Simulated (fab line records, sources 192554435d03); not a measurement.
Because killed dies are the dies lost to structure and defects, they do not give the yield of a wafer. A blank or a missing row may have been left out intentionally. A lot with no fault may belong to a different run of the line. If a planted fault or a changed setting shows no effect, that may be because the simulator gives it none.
Matching of chambers    flow n5Finfet    rieDiel-03 running N5_BEOL_M0_SAQP_STRIP_86: 4 sister chambers
The step strips in N2/H2. 4 wafers are shown with their chamber, then 12 later ones without.

## WAFERS WITH THEIR CHAMBER
wafer   chamber  showerheadPlenumPTorr (Torr)
L088.6  0        3.28
L089.2  2        3.28
L089.3  1        3.48
L089.6  3        3.47

## WAFERS MISSING THEIR CHAMBER
wafer   showerheadPlenumPTorr (Torr)
L092.3  3.27
L092.4  3.48
L092.6  3.28
L094.1  3.28
L094.5  3.28
L094.6  3.48
L095.2  3.47
L095.5  3.27
L095.6  3.48
L096.1  3.27
L096.2  3.48
L096.3  3.27

## CHAMBER TAKEN BY EACH
wafer   from the rows above      in truth
L092.3  can't be placed: 0 or 2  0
L092.4  can't be placed: 1 or 3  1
L092.6  can't be placed: 0 or 2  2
L094.1  can't be placed: 0 or 2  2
L094.5  can't be placed: 0 or 2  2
L094.6  can't be placed: 1 or 3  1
L095.2  can't be placed: 3 or 1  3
L095.5  can't be placed: 0 or 2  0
L095.6  can't be placed: 1 or 3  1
L096.1  can't be placed: 0 or 2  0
L096.2  can't be placed: 1 or 3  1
L096.3  can't be placed: 0 or 2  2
Correctly placed: 0 of 12. Not placeable from these rows: 12 (in 12, the candidates include the true chamber). Number placed wrongly: 0.
How it was worked out, from the rows above alone: a wafer's distance from a chamber is the root of the sum, over the readings, of the square of ((its reading less the chamber's mean) divided by the reading's scatter). If the next closest chamber is less than 2 further off than the closest, the wafer can't be placed; otherwise it belongs to the closest. For every chamber, the mean is computed from those of its wafers that are shown. The scatter: with one shown wafer a chamber, the root of the mean of the squares of how far each hidden wafer lies from its nearest shown one.
